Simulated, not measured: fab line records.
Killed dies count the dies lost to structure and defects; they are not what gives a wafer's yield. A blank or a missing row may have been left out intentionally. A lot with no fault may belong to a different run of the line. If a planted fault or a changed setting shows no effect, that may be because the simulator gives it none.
fab line records	flow n5Finfet
[record] lots = 9	wafers = 27	lastDay = 19
route steps=1938 shown PMOS_HMC_CHANNEL_EPI@69 FIN_SAQP@98 BEOL_M4@1111 PASSIVATION@1936
lots untouched by any fault: they come from a run of this same line in which no faults occurred
startH: start of the lot's first displayed wafer, in hours after the record's first day	waitH: hours elapsed since this lot's preceding step	" repeats the value in the row above	L1.1+2: several wafers, shown together as one row	- either no value or no given start	* or withheld: withheld	< > ~ a bound
route shown NAME@n: names a module that has steps shown in the file, with the first one's number in the route	usual: average and standard deviation across the fault-free wafers	same: alike in all rows	chamber/n: place in a boat	sites: per-site readings	_std_site: the standard deviation of these	_edge_site: mean of outer sites minus mean of inner sites	radiusMm: how far each site lies from the wafer's centre	mask NAME#n: copy n	behind: the most recent tool/chamber to have shaped the wafer	hold: what put the lot on hold/how long, in hours/how the hold closed	device: the n, p or np transistor that did not switch	end of line: tests run on the same wafers once the route is complete	a step without rows: its recipe alone	killed: the dies lost at the first sort to structure and to defects; this is not the yield of the wafer	map: shows each die of a wafer: x if killed, . if not, _ if none is there
set.NAME: the setting the step ran with; set.NAME@STEP: the setting that earlier step ran with	model.NAME: the simulator's own value behind a step, which no gauge read
steps of the route over a sample of lots; a table a step, a row a wafer
services: from which hour (startH, from the record's first day; less than 0 if before it) a tool's chamber was out of use, for how many hours, and why
[[steps]]
[step N5_PMOS_HMC_CHANNEL_EPI_ETCH_32]
[recipe] chemistry = N2/H2	target = BARC	stopOn = SiO2	targetDepthA = 858	overEtchFrac = 0.3	timeS = 50.3	ionEnergyEv = 200	maskMaterial = CAR-ArF-block	pressureMtorr = 30	sourceW = 840	biasW = 150	n2FlowSccm = 200	h2FlowSccm = 200
[usual] drypumpMotorCurrentA = 5.7/0.56	oesProductAu = 0.68/0.078	rfVppV = 524.0/2.5	showerheadPlenumPTorr = 2.55/0.086	throttleValvePct = 17.87/0.19
lot.wafer	tool	chamber	startH	waitH	drypumpMotorCurrentA	oesProductAu	rfHoursCounterH	rfVppV	showerheadPlenumPTorr	throttleValvePct
L962.1	rieDiel-06	1	29.31	0.0	4.9	0.66	155	522.6	2.54	17.83
L962.2	"	3	"	"	5.1	0.64	154	520.4	2.44	18.20
L962.5	"	3	"	"	5.1	0.65	-	521.2	2.44	18.17
L965.1	rieDiel-01	3	48.94	0.0	5.4	0.61	217	523.5	2.51	17.79
L965.2	"	2	"	"	4.9	0.69	103	521.9	2.46	17.85
L965.4	"	0	"	"	5.5	0.77	25	524.5	2.60	17.65
L966.3	rieDiel-01	0	53.18	0.0	5.5	0.77	26	524.1	2.60	17.65
L966.5	"	0	"	"	5.5	0.77	-	525.9	2.60	17.66
L966.6	"	1	"	"	6.8	0.75	-	525.6	2.59	17.72
L969.1	rieDiel-06	0	71.13	0.0	6.2	0.59	250	525.8	2.61	18.07
L969.3	"	3	"	"	5.1	0.64	169	520.6	2.43	18.20
L969.5	"	0	"	"	6.2	0.59	-	526.3	2.61	18.08
L970.2	rieDiel-01	3	77.39	0.0	5.4	0.60	226	524.0	2.50	17.82
L970.4	"	2	"	"	4.9	0.67	112	521.2	2.46	17.85
L970.6	"	2	"	"	4.9	0.67	-	521.7	2.46	17.85
L972.1	rieDiel-04	2	89.36	0.0	6.2	0.67	102	521.2	2.46	18.06
L972.3	"	1	"	"	5.9	0.68	115	528.1	2.67	17.88
L972.4	"	0	"	"	5.4	0.59	244	519.3	2.40	18.02
L973.1	rieDiel-04	2	95.67	0.0	6.2	0.68	104	521.3	2.46	18.06
L973.2	"	1	"	"	5.9	0.67	116	526.6	2.67	17.92
L973.5	"	3	"	"	5.8	0.84	-	526.0	2.60	17.62
L982.1	rieDiel-06	3	149.77	0.0	5.1	0.62	192	520.7	2.42	18.23
L982.3	"	0	"	"	6.3	0.79	15	525.6	2.61	17.66
L982.4	"	0	"	"	6.2	0.80	-	525.1	2.61	17.69
L983.2	rieDiel-04	1	155.68	0.0	5.9	0.65	139	526.4	2.66	17.95
L983.3	"	0	"	"	5.4	0.82	9	528.6	2.72	17.61
L983.5	"	3	"	"	5.9	0.77	-	525.0	2.59	17.65
[step N5_PMOS_HMC_CHANNEL_EPI_FIN_RECESS_16]
[recipe] chemistry = HBr/Cl2	target = Si	maskMaterial = SiO2	targetDepthA = 540	timeS = 18	pressureMtorr = 10	icpW = 800	biasW = 75	HBr_flow_sccm = 150	Cl2_flow_sccm = 80
[usual] drypumpMotorCurrentA = 6.1/0.38	oesProductAu = 0.993/0.0089	throttleValvePct = 35.47/0.24
lot.wafer	tool	chamber	startH	waitH	drypumpMotorCurrentA	oesProductAu	rfHoursCounterH	throttleValvePct
L962.1	rieSi-01	0	29.76	0.0	6.0	0.989	85	35.72
L962.2	"	3	"	"	6.2	1.001	189	35.67
L962.5	"	0	"	"	6.0	0.979	-	35.70
L965.1	rieSi-01	1	49.36	0.0	5.8	0.979	165	35.21
L965.2	"	0	"	"	6.0	0.990	86	35.69
L965.4	"	3	"	"	6.2	1.004	-	35.67
L966.3	rieSi-02	3	53.61	0.0	6.4	1.000	104	35.97
L966.5	"	2	"	"	6.7	0.994	-	35.37
L966.6	"	3	"	"	6.5	1.007	-	36.00
L969.1	rieSi-02	2	71.57	0.0	6.7	0.993	86	35.38
L969.3	"	1	"	"	5.5	0.995	148	35.33
L969.5	"	1	"	"	5.5	1.002	-	35.33
L970.2	rieSi-02	0	77.81	0.0	6.0	0.988	3	35.48
L970.4	"	2	"	"	6.7	0.986	87	35.37
L970.6	"	2	"	"	6.7	0.979	-	35.38
L972.1	rieSi-02	0	89.79	0.0	6.1	1.010	3	35.46
L972.3	"	3	"	"	6.5	1.002	105	35.97
L972.4	"	2	"	"	6.7	0.988	87	35.38
L973.1	rieSi-01	2	96.11	0.0	6.2	0.997	131	35.32
L973.2	"	3	"	"	6.2	0.995	190	35.67
L973.5	"	2	"	"	6.3	1.004	-	35.31
L982.1	rieSi-02	1	150.20	0.0	5.5	0.998	150	35.32
L982.3	"	0	"	"	6.1	0.997	4	35.46
L982.4	"	3	"	"	6.5	1.006	106	35.98
L983.2	rieSi-02	3	156.11	0.0	6.4	1.009	106	35.96
L983.3	"	0	"	"	6.1	1.005	4	35.46
L983.5	"	0	"	"	6.1	1.003	-	35.43
[step N5_PMOS_HMC_CHANNEL_EPI_CMP_21]
[recipe] material = SiGe30	postCmpClean = alkalineBrush	targetThkNm = 54
[usual] motorCurrentA = 12.1/0.98	slurryFlowMlMin = 150.0/0.44
lot.wafer	tool	chamber	startH	waitH	motorCurrentA	slurryFlowMlMin
L962.2	cmp-03	0	31.27	0.0	12.6	149.8
L962.1	"	2	"	"	13.0	148.9
L962.5	"	0	"	"	11.8	150.1
L965.2	cmp-04	0	51.28	0.0	12.6	150.0
L965.1	"	1	"	"	12.3	150.3
L965.4	"	3	"	"	13.2	149.6
L966.3	cmp-02	0	55.16	0.1	11.8	150.2
L966.5	"	3	"	"	11.9	150.0
L966.6	"	0	"	"	12.2	150.5
L969.1	cmp-02	3	73.16	0.0	12.1	150.7
L969.3	"	0	"	"	12.9	150.4
L969.5	"	3	"	"	12.0	150.2
L970.2	cmp-04	0	79.36	0.1	13.2	149.7
L970.4	"	2	"	"	9.8	150.4
L970.6	"	0	"	"	12.8	150.0
L972.1	cmp-02	1	91.30	0.0	11.9	150.1
L972.4	"	2	"	"	12.4	150.6
L972.3	"	0	"	"	11.7	149.9
L973.1	cmp-03	2	97.68	0.0	13.8	149.7
L973.2	"	0	"	"	11.9	150.1
L973.5	"	2	"	"	13.4	150.6
L982.1	cmp-04	0	151.74	0.1	12.2	150.0
L982.4	"	1	"	"	12.0	148.7
L982.3	"	2	"	"	10.3	150.0
L983.2	cmp-04	3	157.69	0.1	12.6	149.8
L983.3	"	0	"	"	12.8	149.7
L983.5	"	1	"	"	12.5	150.4
[step N5_FIN_SAQP_PECVD_47]
[recipe] material = a-Si	targetThkA = 450	tempC = 400	precursor = SiH4/He	pressureTorr = 3	rfW = 100	timeS = 36.3
[usual] heaterPowerW = 856/120	runLengthS = 72.8/0.53	showerheadPlenumPTorr = 5.67/0.056	throttleValvePct = 18.5/0.76
lot.wafer	tool	chamber	startH	waitH	heaterPowerW	runLengthS	showerheadPlenumPTorr	throttleValvePct
L962.1	pecvd-04	0	33.11	0.0	945	72.4	5.67	17.4
L962.2	"	1	"	"	651	73.0	5.61	18.4
L962.5	"	1	"	"	657	72.8	5.60	18.3
L965.1	pecvd-03	1	52.82	0.0	900	72.0	5.63	18.8
L965.2	"	2	"	"	812	73.1	5.64	17.8
L965.4	"	0	"	"	862	73.0	5.71	18.6
L966.3	pecvd-04	1	56.70	0.0	654	72.8	5.60	18.2
L966.5	"	2	"	"	766	72.8	5.60	17.2
L966.6	"	0	"	"	903	72.6	5.65	17.7
L969.1	pecvd-03	2	74.63	0.0	889	73.6	5.64	17.9
L969.3	"	0	"	"	830	73.2	5.71	18.6
L969.5	"	1	"	"	864	71.8	5.62	18.8
L970.2	pecvd-01	0	80.77	0.0	865	72.2	5.73	19.1
L970.4	"	0	"	"	854	72.7	5.72	18.8
L970.6	"	2	"	"	1031	73.2	5.78	18.6
L972.1	pecvd-04	1	92.80	0.0	679	73.5	5.61	18.7
L972.3	"	2	"	"	746	72.9	5.61	17.1
L972.4	"	2	"	"	759	72.8	5.61	17.6
L973.1	pecvd-03	2	101.74	0.0	848	73.5	5.63	17.9
L973.2	"	1	"	"	821	71.8	5.62	18.7
L973.5	"	0	"	"	816	73.2	5.69	18.6
L982.1	pecvd-03	1	153.15	0.0	811	71.4	5.62	18.9
L982.3	"	2	"	"	899	60.1	5.65	17.7
L982.4	"	0	"	"	856	73.0	5.71	18.5
L983.2	pecvd-03	1	159.05	0.0	850	59.5	5.64	18.8
L983.3	"	1	"	"	864	59.5	5.63	18.9
L983.5	"	1	"	"	882	71.7	5.63	18.7
[step N5_FIN_SAQP_MANDREL_ETCH_58]
[recipe] chemistry = HBr/Cl2	target = a-Si	targetDepthA = 450	btTimeS = 10	stopOn = SiNx	maskMaterial = SiO2	overEtchFrac = 0.8	timeS = 27	pressureMtorr = 10	icpW = 800	biasW = 75	HBr_flow_sccm = 150	Cl2_flow_sccm = 80	ends = endPoint
[usual] drypumpMotorCurrentA = 5.8/0.49	oesProductAu = 0.702/0.012	throttleValvePct = 35.5/0.32
lot.wafer	tool	chamber	startH	waitH	drypumpMotorCurrentA	oesProductAu	rfHoursCounterH	throttleValvePct
L962.1	rieSi-06	1	37.79	0.0	5.4	0.680	103	35.2
L962.2	"	3	"	"	5.6	0.693	157	35.4
L962.5	"	2	"	"	6.2	0.711	-	35.6
L965.1	rieSi-05	2	56.10	0.0	6.7	0.682	1	35.9
L965.2	"	3	"	"	6.1	0.699	37	35.3
L965.4	"	1	"	"	6.0	0.721	98	36.1
L966.3	rieSi-05	0	60.02	0.0	5.3	0.717	202	35.2
L966.5	"	0	"	"	5.3	0.730	-	35.2
L966.6	"	3	"	"	6.1	0.709	-	35.3
L969.1	rieSi-06	3	77.54	0.0	5.6	0.709	158	35.4
L969.3	"	0	"	"	5.1	0.701	66	35.7
L969.5	"	3	"	"	5.6	0.716	-	35.4
L970.2	rieSi-05	3	84.00	0.0	6.1	0.681	38	35.3
L970.4	"	2	"	"	6.8	0.702	-	35.9
L970.6	"	3	"	"	6.1	0.701	-	35.3
L972.1	rieSi-04	2	97.36	0.0	6.4	0.726	109	36.0
L972.3	"	1	"	"	5.8	0.710	39	35.3
L972.4	"	3	"	"	5.4	0.729	140	35.6
L973.1	rieSi-05	1	105.06	0.0	6.0	0.704	99	36.1
L973.2	"	3	"	"	6.1	0.689	38	35.3
L973.5	"	1	"	"	6.1	0.723	-	36.1
L982.1	rieSi-06	3	156.70	0.0	5.6	0.694	159	35.4
L982.3	"	1	"	"	5.4	0.552	106	35.5
L982.4	"	2	"	"	6.1	0.719	45	35.6
L983.2	rieSi-05	1	162.11	0.0	6.1	0.566	100	36.4
L983.3	"	2	"	"	6.7	0.563	3	36.2
L983.5	"	0	"	"	5.3	0.690	-	35.1
[step N5_BEOL_M4_RC_MEAS_101]
[usual] DIBL_N = 36.4/1.4	DIBL_P = 36.4/1.5	IOFF_N = 0.156/0.022	IOFF_P = 0.210/0.023	ION_N = 675/9.1	ION_P = 463/5.7	SS_N = 71.6/0.45	SS_P = 73.3/0.56	VT_N = 250/3.1	VT_P = -250.3/2.3
lot.wafer	tool	chamber	startH	waitH	DIBL_N[mV/V]	DIBL_P[mV/V]	IOFF_N[nA/um]	IOFF_P[nA/um]	ION_N[uA/um]	ION_P[uA/um]	SS_N[mV/dec]	SS_P[mV/dec]	VT_N[mV]	VT_P[mV]
L962.1	prober-02	0	222.00	0.0	34.5	34.8	0.139	0.180	663	453	71.0	72.3	252	-248.9
L962.2	"	0	"	"	35.7	36.9	0.163	0.217	672	459	71.0	73.5	248	-248.0
L962.5	"	0	"	"	35.5	37.1	0.166	0.213	678	462	71.6	73.3	248	-248.4
L965.1	prober-01	0	223.88	0.0	33.9	35.1	0.142	0.200	676	467	71.2	72.2	248	-251.3
L965.2	"	0	"	"	35.9	38.1	0.189	0.241	688	465	72.3	73.4	245	-246.9
L965.4	"	0	"	"	34.0	34.8	0.141	0.192	663	462	70.7	72.0	251	-251.6
L966.3	prober-02	0	229.45	0.3	37.7	35.4	0.175	0.232	686	474	71.6	74.0	249	-249.3
L966.5	"	0	"	"	38.0	35.8	0.183	0.243	683	466	71.3	73.6	248	-246.3
L966.6	"	0	"	"	36.7	34.6	0.151	0.211	681	470	70.9	73.6	250	-248.6
L969.1	prober-01	0	249.15	0.0	36.8	37.6	0.161	0.204	683	463	71.3	72.9	250	-250.2
L969.3	"	0	"	"	36.9	37.7	0.157	0.212	670	457	71.6	73.1	253	-247.6
L969.5	"	0	"	"	35.2	36.0	0.137	0.183	667	458	71.2	73.0	253	-249.6
L970.2	prober-02	0	257.10	0.2	37.6	37.8	0.163	0.190	677	453	72.0	73.5	249	-252.8
L970.4	"	0	"	"	38.0	38.8	0.179	0.210	678	461	72.1	73.9	250	-250.8
L970.6	"	0	"	"	37.2	37.7	0.159	0.185	670	452	71.9	73.5	249	-255.0
L972.1	prober-01	0	257.31	0.0	35.0	35.1	0.130	0.182	666	459	71.2	72.8	252	-256.3
L972.3	"	0	"	"	36.0	36.3	0.140	0.199	671	462	71.7	74.3	253	-251.6
L972.4	"	0	"	"	35.3	35.5	0.128	0.185	659	457	71.4	74.0	255	-253.3
L973.1	prober-01	0	275.01	0.0	39.9	36.8	0.185	0.245	683	464	70.8	73.8	248	-249.2
L973.2	"	0	"	"	36.8	32.7	0.114	0.179	657	461	70.9	72.2	254	-251.9
L973.5	"	0	"	"	38.7	35.2	0.155	0.214	676	465	71.2	73.6	250	-249.4
L982.1	prober-02	0	327.70	0.0	37.2	38.6	0.187	0.259	685	477	72.3	73.5	246	-249.3
L982.3	"	0	"	"	36.8	37.0	0.166	0.228	671	465	72.1	74.1	248	-249.0
L982.4	"	0	"	"	35.9	35.9	0.152	0.212	675	467	71.6	73.8	249	-250.1
L983.2	prober-02	0	342.34	0.2	37.0	38.0	0.164	0.233	669	468	71.6	73.6	250	-249.7
L983.3	"	0	"	"	35.1	36.5	0.139	0.205	669	465	71.4	72.4	252	-248.6
L983.5	"	0	"	"	36.8	38.2	0.174	0.235	676	467	71.8	72.8	249	-249.1
[step N5_PASSIVATION_PROBE_49]
[usual] defectLimitedYield = 91.5/1.3	killed_at_M0_to_M3 = 33/10	killed_at_M4_up = 13/4	killedAtContacts = 12/6.3	killedAtFrontEnd = 39/11	killedAtOther = 3.4/2.6	killedDies = 100/15	killedOpen = 65/11	killedShort = 34/7.8	sort_bin_5_function = 5.0/0.89	sort_bin_6_memory = 3.2/0.58	sortNPass = 1080/15	sortYieldPct = 91.5/1.3
[same] grossDies = 1180	killedAtBackSide = 0	sort_bin_4_leakage[%] = 0	sort_bin_8_speed[%] = 0
lot.wafer	tool	chamber	startH	waitH	defectLimitedYield[%]	killed_at_M0_to_M3	killed_at_M4_up	killedAtContacts	killedAtFrontEnd	killedAtOther	killedDies	killedOpen	killedShort	sort_bin_5_function[%]	sort_bin_6_memory[%]	sortNPass	sortYieldPct[%]
L973.1	prober-01	-	389.14	0.0	91.5	35	10	11	36	8	100	73	26	4.8	3.5	1080	91.5
L973.2	prober-01	-	389.19	0.1	91.5	23	18	8	44	7	100	63	37	5.1	3.1	1080	91.5
L973.5	prober-01	-	389.34	0.2	92.0	29	11	8	43	3	94	70	23	4.7	3.1	1086	92.0
// killed by level:class
L973.1 STI_FIN_REVEAL:geometricParticle:open=13 MOL_CONTACT_COAG:geometricParticle:open=9 BEOL_M3:geometricParticle:open=7 BEOL_M0_SAQP:geometricParticle:open=6 FIN_SAQP:geometricParticle:short=5 BEOL_M0:geometricParticle:open=5 BEOL_M1:geometricParticle:open=5 BEOL_M2:geometricParticle:open=5
L973.2 FIN_SAQP:geometricParticle:short=10 STI_FIN_REVEAL:geometricParticle:open=10 FIN_SAQP:geometricParticle:open=8 MOL_CONTACT_COAG:geometricParticle:open=7 BEOL_M0_SAQP:geometricParticle:short=5 GATE_CUT:geometricParticle:short=4 BEOL_M1:geometricParticle:open=4 BEOL_M3:geometricParticle:open=4
L973.5 FIN_SAQP:geometricParticle:open=12 BEOL_M3:geometricParticle:open=8 FIN_SAQP:geometricParticle:short=6 STI_FIN_REVEAL:geometricParticle:open=6 BEOL_M0_SAQP:geometricParticle:open=6 BEOL_M0_SAQP:geometricParticle:short=5 MOL_CONTACT_COAG:geometricParticle:open=5 STARTING-WAFER:geometricParticle:open=5
[[services]]
tool	chamber	startH	hours	kind
pecvd-03	-	20.03	5.5	pm
rieSi-05	3	22.38	6.4	repair
pecvd-04	-	26.44	1.1	repair
rieDiel-01	1	27.37	13.8	repair
cmp-02	-	29.51	4.0	pm
rieSi-02	-	40.99	0.9	repair
rieDiel-04	1	46.04	2.6	repair
rieSi-01	2	48.77	3.3	repair
cmp-02	-	49.44	0.5	repair
rieSi-01	-	53.03	28.1	pm
rieDiel-06	2	57.16	4.2	repair
cmp-04	-	61.47	16.5	repair
rieSi-05	-	64.55	15.6	pm
rieDiel-01	0	66.08	1.5	repair
cmp-04	-	80.15	4.5	pm
rieSi-06	-	83.31	4.3	pm
rieSi-01	1	85.12	3.7	repair
rieSi-01	-	86.10	0.1	repair
rieDiel-06	-	92.89	0.4	repair
pecvd-03	-	98.90	2.8	pm
cmp-02	-	100.79	5.0	pm
rieDiel-06	2	114.51	5.9	repair
cmp-04	-	118.72	4.0	pm
pecvd-03	-	154.73	0.5	repair
[[key]]
[firstSign] step = N5_FIN_SAQP_PECVD_47	reading = runLengthS	direction = down	sigmas = 25	usual = *	struck = *
[effect] step = N5_FIN_SAQP_MANDREL_ETCH_58	reading = oesProductAu	direction = down	sigmas = 12	usual = 0.702	struck = 0.560
metAt N5_FIN_SAQP_PECVD_47
struckLots L982,L983
struckWafers L982.3,L983.2,L983.3
notActingAt N5_PMOS_HMC_CHANNEL_EPI_ETCH_32,N5_PMOS_HMC_CHANNEL_EPI_FIN_RECESS_16,N5_PMOS_HMC_CHANNEL_EPI_CMP_21
onsetBetween 101.74 153.15
[fault] kind = processParameterDrift	tool = pecvd-03	chamber = -	onsetH = 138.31	steps = N5_FIN_SAQP_PECVD_47	channel = timeS	offset = *	shape = step	endH = 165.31	scope = struckWafersOnly	actsIn = *	stated = *
